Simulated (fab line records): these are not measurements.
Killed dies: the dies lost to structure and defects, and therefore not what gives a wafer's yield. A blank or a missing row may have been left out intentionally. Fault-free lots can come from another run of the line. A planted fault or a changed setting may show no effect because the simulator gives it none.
Matching of chambers    flow n5-finfet    N5_MOL_CONTACT_COAG_ETCH_105 on rie-diel-04 has 4 sister chambers
The step etches SiARC in CF4, target depth 15.6 nm, time 26 s. 20 wafers are shown with their chamber, then 10 later ones without.

== WAFERS WITH THEIR CHAMBER ==
wafer   chamber  drypump-motor-current-A (A)  showerhead-plenum-p-Torr (Torr)  throttle-valve-pct (%)
L074.1  0        6.3                          2.19                             15.07
L074.3  2        5.2                          2.19                             15.26
L074.6  0        6.3                          2.19                             15.08
L078.1  1        5.5                          2.12                             15.67
L078.3  3        5.5                          2.16                             15.56
L078.5  2        5.2                          2.19                             15.27
L080.1  1        5.5                          2.12                             15.68
L080.4  0        6.3                          2.19                             15.08
L080.6  2        5.1                          2.19                             15.27
L084.1  3        5.5                          2.16                             15.57
L084.2  2        5.2                          2.18                             15.29
L084.3  0        6.2                          2.18                             15.11
L086.2  2        5.1                          2.18                             15.30
L086.3  3        5.5                          2.16                             15.59
L086.5  2        5.2                          2.18                             15.31
L088.1  2        5.1                          2.18                             15.30
L088.3  0        6.2                          2.18                             15.14
L088.4  1        5.5                          2.12                             15.71
L094.1  2        5.1                          2.18                             15.34
L094.2  0        6.3                          2.18                             15.16

SIGNATURES (averages over the wafers above)
reading                   chamber 0  chamber 1  chamber 2  chamber 3  scatter within a chamber
drypump-motor-current-A   6.267      5.500      5.150      5.500      0.0456
showerhead-plenum-p-Torr  2.1850     2.1200     2.1837     2.1600     0.00459
throttle-valve-pct        15.1067    15.6867    15.2925    15.5733    0.0283
Rule: distance of a wafer from a chamber = root of the sum over the readings of ((wafer's reading minus chamber's mean) / reading's scatter) squared. If the next closest chamber is less than 2 further off than the closest, the wafer can't be placed; otherwise it belongs to the closest. The scatter: take each reading less its chamber's mean, square it, sum over the shown wafers, divide by the number of wafers less the number of chambers, and take the root.

== WAFERS WHOSE CHAMBER IS MISSING ==
wafer   drypump-motor-current-A (A)  showerhead-plenum-p-Torr (Torr)  throttle-valve-pct (%)
L094.6  6.2                          2.17                             15.16
L095.1  5.1                          2.18                             15.32
L095.2  5.5                          2.11                             15.74
L095.4  5.5                          2.15                             15.61
L096.2  6.2                          2.17                             15.16
L096.4  5.1                          2.17                             15.33
L096.5  5.5                          2.11                             15.74
L097.1  5.5                          2.15                             15.63
L097.2  6.3                          2.17                             15.17
L097.5  5.5                          2.15                             15.62

== WHICH CHAMBER EACH ONE RAN IN ==
wafer   from the rows above  in truth
L094.6  0                    0
L095.1  2                    2
L095.2  1                    1
L095.4  3                    3
L096.2  0                    0
L096.4  2                    2
L096.5  1                    1
L097.1  3                    3
L097.2  0                    0
L097.5  3                    3
10 of 10 placed correctly. From these rows, 0 cannot be placed. Placed wrongly: 0.
